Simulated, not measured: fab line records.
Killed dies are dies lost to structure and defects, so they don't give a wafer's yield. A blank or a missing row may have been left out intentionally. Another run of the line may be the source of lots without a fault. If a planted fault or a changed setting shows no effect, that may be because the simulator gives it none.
fab line records	flow n5_finfet	part 1 of 2: steps 1 to 4 of 6
record: lots: 19	wafers: 57	last_day: 19
route steps=1938 shown BEOL_M4@1111 BEOL_M5@1130
lots that met no fault: from a run of the same line without faults
start_h: hours from the record's first day to the start of the lot's first wafer shown	wait_h: how many hours have passed since the lot's step before this one	" identical to the entry in the row above	L1.1+2: several wafers, shown together as one row	- no value present, or no start provided	* or withheld: withheld	< > ~ a bound
route shown NAME@n: names a module that has steps shown in the file, with the first one's number in the route	usual: mean/standard deviation taken from wafers without a fault	same: alike in all rows	chamber/n: place in a boat	sites: the reading at each site	_std_site: how widely they spread, as a standard deviation	_edge_site: outer sites' mean less inner sites'	radius_mm: for every site, how far away it sits from the centre of the wafer	mask NAME#n: copy n	behind: the tool/chamber that last shaped the wafer	hold: why the lot went on hold/how many hours it stayed there/how the hold came to an end	device: names the non-switching transistor (n, p or np)	end of line: the tests these same wafers got at the end of their route	for a step that has no rows: nothing shown but its recipe	killed: dies lost to structure and defects at the first sort, not the wafer's yield	map: a wafer's dies, marking killed ones x, the rest . and places with no die _
set.NAME: setting as actually run; set.NAME@STEP: the setting as run at that earlier step	model.NAME: the simulator's own value behind a step, which no gauge read
a sample of lots followed through the steps of the route, with each step as a table and each wafer as a row
services: a tool's chamber out of use, with start hour (start_h, from the record's first day; less than 0 if before it), hours out, and reason
== steps ==
step: N5_BEOL_M4_RC_MEAS_101
usual: DIBL_N: 36.3/2.2	DIBL_P: 36.0/2.4	IOFF_N: 0.16/0.042	IOFF_P: 0.22/0.041	ION_N: 672/14	ION_P: 462/7.9	SS_N: 71.7/0.76	SS_P: 73.3/0.72	VT_N: 250/3.6	VT_P: -249/3
lot.wafer	tool	chamber	start_h	wait_h	DIBL_N[mV/V]	DIBL_P[mV/V]	IOFF_N[nA/um]	IOFF_P[nA/um]	ION_N[uA/um]	ION_P[uA/um]	SS_N[mV/dec]	SS_P[mV/dec]	VT_N[mV]	VT_P[mV]
L074.1	prober-02	0	167.38	0.0	37.2	38.0	0.19	0.24	680	463	72.1	74.9	245	-252
L074.2	"	0	"	"	33.5	32.9	0.13	0.16	664	457	71.2	72.7	251	-252
L074.3	"	0	"	"	36.3	36.5	0.16	0.21	661	459	71.8	73.9	253	-251
L075.1	prober-02	0	175.75	0.0	37.1	36.6	0.18	0.24	673	467	71.0	73.4	251	-249
L075.2	"	0	"	"	35.7	36.3	0.15	0.24	667	466	71.5	73.0	252	-246
L075.5	"	0	"	"	38.0	37.9	0.20	0.27	679	463	72.0	73.9	244	-244
L076.1	prober-02	0	179.50	0.0	34.8	35.2	0.15	0.20	679	465	70.7	72.5	251	-251
L076.2	"	0	"	"	38.0	37.8	0.21	0.26	687	464	72.2	74.1	248	-249
L076.5	"	0	"	"	36.3	36.1	0.17	0.22	689	465	71.3	73.2	249	-251
L077.1	prober-01	0	180.50	0.0	34.9	34.5	0.14	0.20	668	463	72.2	73.3	249	-248
L077.2	"	0	"	"	34.7	34.2	0.14	0.20	670	463	71.0	73.2	249	-250
L077.5	"	0	"	"	34.9	34.7	0.15	0.20	678	467	71.4	73.4	247	-246
L078.1	prober-02	0	191.97	0.0	37.0	38.2	0.18	0.25	675	465	72.0	74.1	248	-249
L078.3	"	0	"	"	38.0	38.6	0.19	0.25	666	454	72.3	73.6	246	-251
L078.6	"	0	"	"	37.0	37.7	0.17	0.24	676	470	72.0	73.1	247	-249
L080.1	prober-01	0	205.20	0.0	32.6	30.9	0.10	0.14	651	450	71.1	71.5	256	-253
L080.2	"	0	"	"	35.4	35.6	0.16	0.20	671	460	71.6	72.7	248	-250
L080.6	"	0	"	"	35.2	34.7	0.14	0.18	661	454	72.3	72.0	248	-250
L083.1	prober-01	0	213.24	0.0	36.6	36.9	0.16	0.21	660	459	71.6	73.5	250	-249
L083.4	"	0	"	"	35.3	34.9	0.14	0.18	674	457	71.3	73.5	252	-254
L083.6	"	0	"	"	34.7	34.5	0.12	0.17	661	461	71.5	72.8	255	-252
L085.2	prober-01	0	220.11	0.2	38.3	37.9	0.18	0.26	672	471	72.0	73.9	250	-249
L085.4	"	0	"	"	35.6	33.7	0.14	0.19	668	458	71.0	72.3	254	-252
L085.5	"	0	"	"	37.6	35.8	0.15	0.23	663	464	72.1	73.1	253	-248
L086.1	prober-02	0	243.44	0.0	40.4	38.4	0.35	0.28	682	459	75.0	73.8	244	-248
L086.2	"	0	"	"	36.1	35.9	0.17	0.22	662	457	71.7	73.2	249	-250
L086.6	"	0	"	"	36.4	36.5	0.17	0.23	650	448	72.5	73.4	250	-252
L089.1	prober-02	0	249.68	0.0	34.4	35.2	0.16	0.24	671	466	72.1	73.3	250	-245
L089.5	"	0	"	"	34.4	34.6	0.16	0.23	689	475	71.0	73.2	247	-244
L089.6	"	0	"	"	33.5	34.2	0.14	0.22	668	464	70.8	72.4	252	-246
L087.4	prober-02	0	252.12	0.5	36.8	36.9	0.16	0.25	674	469	72.6	73.8	249	-247
L087.5	"	0	"	"	35.6	35.2	0.14	0.22	661	463	71.7	73.7	252	-248
L087.6	"	0	"	"	35.8	34.2	0.12	0.20	643	445	72.1	73.2	255	-250
L088.1	prober-02	0	265.91	0.0	35.7	37.7	0.15	0.22	674	459	71.7	74.1	252	-250
L088.3	"	0	"	"	35.9	38.6	0.17	0.25	675	465	71.6	74.2	249	-247
L088.5	"	0	"	"	31.8	33.2	0.11	0.17	653	458	71.1	72.6	253	-253
L091.2	prober-01	0	269.69	0.2	35.7	35.3	0.14	0.18	650	445	71.6	72.7	253	-252
L091.3	"	0	"	"	31.3	30.2	0.09	0.13	645	453	70.0	71.8	256	-254
L091.4	"	0	"	"	37.2	37.2	0.17	0.20	662	460	72.2	73.2	250	-251
L090.1	prober-01	0	285.49	0.0	38.7	37.8	0.20	0.27	682	466	72.4	74.4	246	-247
L090.2	"	0	"	"	36.1	35.1	0.13	0.21	671	471	70.9	72.9	253	-249
L090.5	"	0	"	"	37.1	34.7	0.14	0.22	649	452	72.4	73.1	254	-250
L092.1	prober-01	0	294.89	0.0	35.3	33.0	0.13	0.18	679	469	70.9	73.2	254	-253
L092.2	"	0	"	"	35.4	32.8	0.14	0.19	667	457	71.1	73.2	252	-255
L092.6	"	0	"	"	38.4	37.0	0.21	0.25	696	479	71.5	73.8	247	-248
L094.1	prober-02	0	316.38	0.0	36.8	37.1	0.18	0.24	679	464	72.0	73.5	247	-248
L094.4	"	0	"	"	36.5	38.0	0.20	0.26	706	483	71.7	73.3	243	-245
L094.5	"	0	"	"	36.3	37.4	0.18	0.23	692	467	71.8	73.1	248	-246
L096.2	prober-01	0	316.66	0.2	39.2	37.0	0.23	0.21	668	447	74.3	73.7	251	-253
L096.5	"	0	"	"	38.6	38.2	0.20	0.22	685	460	72.2	73.6	249	-251
L096.6	"	0	"	"	38.5	37.3	0.20	0.21	688	454	72.5	73.6	250	-250
L097.1	prober-02	0	333.91	0.0	36.6	36.4	0.15	0.18	655	445	72.2	73.0	253	-253
L097.3	"	0	"	"	34.5	35.3	0.13	0.18	664	459	70.8	72.3	251	-255
L097.6	"	0	"	"	33.8	34.7	0.11	0.16	657	453	70.8	72.7	255	-252
L095.2	prober-01	0	342.46	0.6	33.2	34.8	0.14	0.19	674	468	70.5	72.9	251	-251
L095.3	"	0	"	"	34.1	35.7	0.15	0.19	685	470	71.1	72.8	249	-251
L095.6	"	0	"	"	33.4	34.9	0.14	0.20	672	465	71.2	72.7	250	-250
step: N5_BEOL_M5_ETCH_72
recipe: chemistry: N2/H2	target: underlayer	target_depth_a: 65	mask_material: CAR-EUV	time_s: 5.2	ion_energy_ev: 200	pressure_mtorr: 30	source_w: 840	bias_w: 150	n2_flow_sccm: 200	h2_flow_sccm: 200	ends: cleared
usual: chamber_pressure_mTorr: 30.00/0.039	drypump_motor_current_A: 5.5/0.5	etch_rf_on_time_s: 5.20/0.13	oes_product_au: 0.67/0.069	rf_vpp_V: 524.3/1.8	showerhead_plenum_p_Torr: 2.56/0.056	throttle_valve_pct: 17.92/0.21
lot.wafer	tool	chamber	start_h	wait_h	chamber_pressure_mTorr	drypump_motor_current_A	etch_rf_on_time_s	oes_product_au	rf_hours_counter_h	rf_vpp_V	showerhead_plenum_p_Torr	throttle_valve_pct
L074.1	rie_diel-06	0	169.56	0.0	29.98	4.9	5.23	0.59	227	521.7	2.52	17.69
L074.2	"	1	"	"	30.01	5.5	5.13	0.65	171	525.4	2.64	18.06
L074.3	"	2	"	"	29.98	5.8	5.27	0.64	158	526.4	2.53	18.16
L075.1	rie_diel-02	0	178.08	0.0	30.03	5.3	5.37	0.59	204	526.1	2.52	18.24
L075.2	"	3	"	"	30.06	4.9	5.30	0.64	168	526.1	2.66	17.82
L075.5	"	0	"	"	29.99	5.3	5.36	0.59	-	523.7	2.52	18.26
L076.1	rie_diel-04	0	183.41	0.0	30.05	5.2	5.07	0.68	93	525.4	2.56	17.73
L076.2	"	1	"	"	30.02	6.2	5.14	0.64	166	527.5	2.65	17.84
L076.5	"	1	"	"	30.00	6.2	5.15	0.65	-	525.7	2.65	17.88
L077.1	rie_diel-06	0	183.47	0.0	30.00	4.9	5.22	0.58	231	522.1	2.52	17.69
L077.2	"	2	"	"	29.98	5.7	5.22	0.65	161	524.5	2.53	18.20
L077.5	"	0	"	"	29.95	4.9	5.24	0.58	-	521.3	2.52	17.67
L078.1	rie_diel-06	2	195.12	0.0	29.99	5.7	5.15	0.64	164	525.5	2.53	18.16
L078.3	"	1	"	"	30.00	5.5	5.07	0.64	177	525.2	2.63	18.08
L078.6	"	3	"	"	30.01	6.3	4.98	0.81	-	521.1	2.51	17.82
L080.1	rie_diel-04	1	207.59	0.0	30.03	6.1	5.14	0.64	174	526.5	2.64	17.87
L080.2	"	3	"	"	29.94	5.3	5.11	0.70	59	526.1	2.58	17.74
L080.6	"	3	"	"	29.97	5.3	5.14	0.71	-	525.7	2.58	17.78
L083.1	rie_diel-04	1	216.65	0.0	29.94	6.1	5.17	0.63	177	525.8	2.64	17.89
L083.4	"	3	"	"	30.09	5.3	5.15	0.70	62	525.6	2.58	17.77
L083.6	"	0	"	"	29.95	5.1	5.07	0.68	-	523.9	2.55	17.75
L085.2	rie_diel-06	2	222.70	0.0	30.00	5.8	5.21	0.64	174	523.2	2.53	18.20
L085.4	"	1	"	"	30.00	5.5	5.07	0.63	186	526.5	2.63	18.07
L085.5	"	1	"	"	30.02	5.5	5.17	0.63	-	526.9	2.63	18.06
L086.1	rie_diel-04	0	245.84	0.0	29.94	5.1	5.13	0.67	113	525.9	2.55	17.75
L086.2	"	1	"	"	29.93	6.2	5.21	0.63	188	528.0	2.64	17.90
L086.6	"	2	"	"	30.07	5.0	5.13	0.72	-	521.4	2.45	17.92
L089.1	rie_diel-06	1	251.97	0.0	30.00	5.5	5.14	0.63	196	525.7	2.63	18.11
L089.5	"	2	"	"	30.00	5.8	5.32	0.62	-	522.0	2.52	18.20
L089.6	"	1	"	"	29.99	5.5	5.16	0.62	-	526.5	2.63	18.09
L087.4	rie_diel-02	3	255.11	0.0	29.91	5.0	5.33	0.62	191	525.2	2.65	17.85
L087.5	"	3	"	"	29.94	5.0	5.36	0.62	-	524.1	2.65	17.87
L087.6	"	0	"	"	30.00	5.3	5.46	0.58	-	522.2	2.52	18.29
L088.1	rie_diel-06	2	269.72	0.0	30.00	5.8	5.24	0.62	190	523.1	2.52	18.25
L088.3	"	1	"	"	29.98	5.5	5.16	0.62	202	526.0	2.62	18.08
L088.5	"	1	"	"	30.00	5.5	5.12	0.63	-	525.2	2.62	18.09
L091.2	rie_diel-02	3	272.85	0.0	30.04	5.0	5.30	0.62	197	525.2	2.65	17.85
L091.3	"	0	"	"	29.99	5.3	5.48	0.58	232	521.5	2.51	18.31
L091.4	"	1	"	"	29.96	5.7	5.25	0.64	169	523.5	2.54	17.97
L090.1	rie_diel-04	3	288.86	0.0	30.01	5.3	5.15	0.67	85	523.2	2.57	17.80
L090.2	"	1	"	"	30.02	6.1	5.10	0.63	200	526.1	2.63	17.93
L090.5	"	0	"	"	29.93	5.1	5.04	0.66	-	524.7	2.54	17.78
L092.1	rie_diel-02	2	297.26	0.0	30.02	6.4	5.14	0.75	42	528.8	2.59	17.76
L092.2	"	1	"	"	29.96	5.7	5.28	0.64	175	522.9	2.54	17.95
L092.6	"	3	"	"	29.98	5.0	5.32	0.61	-	526.8	2.65	17.89
L094.1	rie_diel-06	2	319.40	0.0	30.00	5.8	5.22	0.62	203	523.8	2.52	18.25
L094.4	"	1	"	"	29.97	5.5	5.05	0.62	213	526.0	2.62	18.11
L094.5	"	0	"	"	29.94	4.9	5.19	0.77	-	521.8	2.50	17.33
L096.2	rie_diel-02	3	319.45	0.0	29.98	4.9	5.36	0.61	209	526.2	2.65	17.86
L096.5	"	2	"	"	30.03	6.4	5.19	0.74	-	524.4	2.58	17.80
L096.6	"	1	"	"	30.04	5.7	5.27	0.64	-	521.8	2.54	17.98
L097.1	rie_diel-02	3	336.59	0.0	29.96	4.9	5.36	0.60	213	524.7	2.64	17.90
L097.3	"	1	"	"	30.02	5.7	5.25	0.64	186	524.7	2.54	17.99
L097.6	"	0	"	"	29.91	5.3	5.57	0.55	-	522.5	2.51	18.33
L095.2	rie_diel-02	3	346.02	0.0	29.92	5.0	5.34	0.61	216	526.4	2.64	17.90
L095.3	"	2	"	"	29.97	6.3	5.14	0.73	56	522.3	2.58	17.81
L095.6	"	2	"	"	30.03	6.3	5.12	0.73	-	525.5	2.58	17.81
step: N5_BEOL_M5_OVL_MEAS_29
recipe: points_per_wafer: 522
usual: V4_OVL: -0.4/0.64
lot.wafer	tool	chamber	start_h	wait_h	V4_OVL[nm]
L074.1	overlay-01	0	170.30	0.0	-0.2
L074.2	"	0	"	"	-0.1
L074.3	"	0	"	"	-0.9
L075.1	overlay-01	0	179.03	0.0	-0.5
L075.2	"	0	"	"	0.7
L075.5	"	0	"	"	-0.9
L076.1	overlay-02	0	184.27	0.0	-0.1
L076.2	"	0	"	"	0.1
L076.5	"	0	"	"	-0.1
L077.1	overlay-02	0	184.45	0.0	-0.3
L077.2	"	0	"	"	0.2
L077.5	"	0	"	"	0.3
L078.1	overlay-01	0	195.86	0.0	-0.7
L078.3	"	0	"	"	-1.5
L078.6	"	0	"	"	-0.5
L080.1	overlay-02	0	208.63	0.0	0.0
L080.2	"	0	"	"	0.7
L080.6	"	0	"	"	-0.8
L083.1	overlay-01	0	220.46	0.0	0.1
L083.4	"	0	"	"	-0.7
L083.6	"	0	"	"	0.1
L085.2	overlay-01	0	224.33	0.0	-0.7
L085.4	"	0	"	"	-0.5
L085.5	"	0	"	"	0.0
L086.1	overlay-01	0	249.81	0.0	-0.8
L086.2	"	0	"	"	-1.3
L086.6	"	0	"	"	-1.1
L089.1	overlay-01	0	252.86	0.0	0.0
L089.5	"	0	"	"	-0.9
L089.6	"	0	"	"	-1.3
L087.4	overlay-01	0	256.05	0.0	-0.9
L087.5	"	0	"	"	-1.0
L087.6	"	0	"	"	0.0
L088.1	overlay-01	0	271.83	0.0	-0.1
L088.3	"	0	"	"	-0.8
L088.5	"	0	"	"	-0.4
L091.2	overlay-01	0	273.65	0.0	0.3
L091.3	"	0	"	"	-1.3
L091.4	"	0	"	"	0.1
L090.1	overlay-01	0	290.53	0.0	-0.8
L090.2	"	0	"	"	-0.3
L090.5	"	0	"	"	-0.7
L092.1	overlay-02	0	299.03	0.0	-0.4
L092.2	"	0	"	"	-0.1
L092.6	"	0	"	"	-0.4
L096.2	overlay-01	0	323.92	0.0	0.0
L096.5	"	0	"	"	0.6
L096.6	"	0	"	"	-0.6
L094.1	overlay-02	0	324.14	0.0	0.2
L094.4	"	0	"	"	-0.4
L094.5	"	0	"	"	0.2
L097.1	overlay-01	0	338.68	0.0	-0.4
L097.3	"	0	"	"	0.0
L097.6	"	0	"	"	-0.7
L095.2	overlay-02	0	348.63	0.0	-0.5
L095.3	"	0	"	"	-0.6
L095.6	"	0	"	"	-1.1
step: N5_BEOL_M5_DESCUM_33
recipe: chemistry: O2	time_s: 7	source_power_w: 50	bias_power_w: 20	pressure_mtorr: 20	rf_frequency_hz: 2.712e+07	temp_c: 40	resist: CAR-EUV	o2_flow_sccm: 225
usual: chamber_pressure_mTorr: 20.001/0.018	drypump_motor_current_A: 5.5/0.51	oes_product_au: 0.79/0.079	rf_vpp_V: 243.3/1.1	showerhead_plenum_p_Torr: 2.10/0.054	throttle_valve_pct: 20.45/0.24
lot.wafer	tool	chamber	start_h	wait_h	chamber_pressure_mTorr	drypump_motor_current_A	oes_product_au	rf_hours_counter_h	rf_vpp_V	showerhead_plenum_p_Torr	throttle_valve_pct
L074.1	rie_diel-06	1	170.48	0.1	19.991	5.5	0.75	171	244.8	2.18	20.64
L074.2	"	0	"	"	19.983	4.9	0.69	228	242.9	2.06	20.12
L074.3	"	3	"	"	20.011	6.3	0.98	1	243.5	2.05	20.19
L075.1	rie_diel-04	0	179.13	0.0	19.999	5.1	0.79	92	243.5	2.10	20.32
L075.2	"	2	"	"	20.012	5.0	0.86	70	242.1	2.04	20.53
L075.5	"	2	"	"	19.991	5.0	0.86	-	242.1	2.04	20.52
L076.1	rie_diel-04	0	184.37	0.0	20.016	5.2	0.81	93	244.0	2.10	20.32
L076.2	"	3	"	"	19.990	5.3	0.85	51	244.3	2.15	20.50
L076.5	"	3	"	"	20.015	5.3	0.85	-	243.5	2.15	20.49
L077.1	rie_diel-06	2	184.54	0.0	20.015	5.8	0.75	162	242.2	2.10	20.82
L077.2	"	0	"	"	20.021	4.9	0.70	231	243.3	2.06	20.14
L077.5	"	0	"	"	20.000	4.9	0.69	-	243.9	2.06	20.15
L078.1	rie_diel-02	0	196.12	0.2	19.998	5.3	0.71	209	243.0	2.08	20.71
L078.3	"	2	"	"	19.969	6.3	0.95	10	242.9	2.15	20.41
L078.6	"	2	"	"	20.032	6.4	0.95	-	243.3	2.15	20.40
L080.1	rie_diel-04	3	208.72	0.0	19.964	5.3	0.84	60	243.8	2.15	20.52
L080.2	"	2	"	"	20.020	5.0	0.85	80	241.5	2.03	20.53
L080.6	"	1	"	"	19.995	6.1	0.74	-	244.3	2.19	20.45
L083.1	rie_diel-02	0	221.18	0.7	19.979	5.3	0.71	216	244.0	2.07	20.70
L083.4	"	2	"	"	20.006	6.4	0.92	18	243.5	2.15	20.40
L083.6	"	0	"	"	20.028	5.3	0.71	-	243.0	2.07	20.71
L085.2	rie_diel-04	3	224.42	0.0	20.009	5.3	0.82	66	243.0	2.15	20.52
L085.4	"	2	"	"	20.046	5.0	0.83	86	243.5	2.03	20.52
L085.5	"	1	"	"	20.040	6.2	0.73	-	244.4	2.19	20.46
L086.1	rie_diel-02	3	250.15	0.3	20.006	4.9	0.73	190	244.7	2.17	20.33
L086.2	"	1	"	"	19.998	5.8	0.76	163	242.6	2.08	20.38
L086.6	"	2	"	"	19.977	6.3	0.91	-	244.5	2.14	20.43
L089.1	rie_diel-04	0	252.98	0.1	20.020	5.1	0.77	115	243.9	2.09	20.36
L089.5	"	0	"	"	19.999	5.1	0.78	-	243.7	2.09	20.36
L089.6	"	3	"	"	20.004	5.3	0.81	-	244.6	2.14	20.54
L087.4	rie_diel-02	1	256.36	0.3	19.986	5.7	0.75	164	242.5	2.08	20.36
L087.5	"	3	"	"	20.010	5.0	0.73	-	243.4	2.17	20.34
L087.6	"	2	"	"	19.986	6.3	0.90	-	244.5	2.14	20.45
L088.1	rie_diel-06	3	271.92	0.0	19.988	6.2	0.88	33	241.5	2.04	20.26
L088.3	"	2	"	"	19.983	5.8	0.73	191	243.4	2.09	20.84
L088.5	"	2	"	"	20.001	5.8	0.73	-	242.1	2.09	20.87
L091.2	rie_diel-06	1	273.74	0.0	20.017	5.5	0.72	203	244.2	2.17	20.70
L091.3	"	3	"	"	19.996	6.3	0.90	34	240.8	2.04	20.26
L091.4	"	2	"	"	20.019	5.8	0.73	191	241.5	2.09	20.87
L090.1	rie_diel-06	3	291.05	0.5	19.980	6.3	0.88	38	242.3	2.04	20.27
L090.2	"	1	"	"	19.994	5.5	0.72	209	245.4	2.16	20.71
L090.5	"	0	"	"	20.008	4.9	0.92	-	241.9	2.05	19.80
L092.1	rie_diel-06	2	299.35	0.3	20.017	5.8	0.72	199	244.3	2.09	20.87
L092.2	"	0	"	"	19.985	4.9	0.91	12	242.0	2.05	19.82
L092.6	"	3	"	"	19.977	6.3	0.87	-	242.9	2.04	20.26
L096.2	rie_diel-06	1	324.01	0.0	20.036	5.6	0.71	214	245.0	2.16	20.70
L096.5	"	1	"	"	19.993	5.6	0.71	-	244.3	2.16	20.71
L096.6	"	2	"	"	20.027	5.8	0.71	-	242.2	2.09	20.88
L094.1	rie_diel-04	1	324.29	0.0	19.978	6.1	0.72	210	243.0	2.18	20.49
L094.4	"	0	"	"	19.979	5.1	0.77	134	244.3	2.09	20.39
L094.5	"	0	"	"	20.002	5.1	0.76	-	243.4	2.09	20.39
L097.1	rie_diel-06	3	338.77	0.0	20.035	6.3	0.87	50	241.6	2.03	20.28
L097.3	"	2	"	"	19.996	5.8	0.72	207	242.6	2.09	20.90
L097.6	"	1	"	"	19.994	5.5	0.71	-	244.0	2.16	20.73
L095.2	rie_diel-04	2	348.72	0.0	19.975	5.0	0.80	123	242.9	2.02	20.60
L095.3	"	3	"	"	20.010	5.3	0.78	100	243.6	2.13	20.57
L095.6	"	2	"	"	19.981	5.0	0.80	-	241.0	2.02	20.60
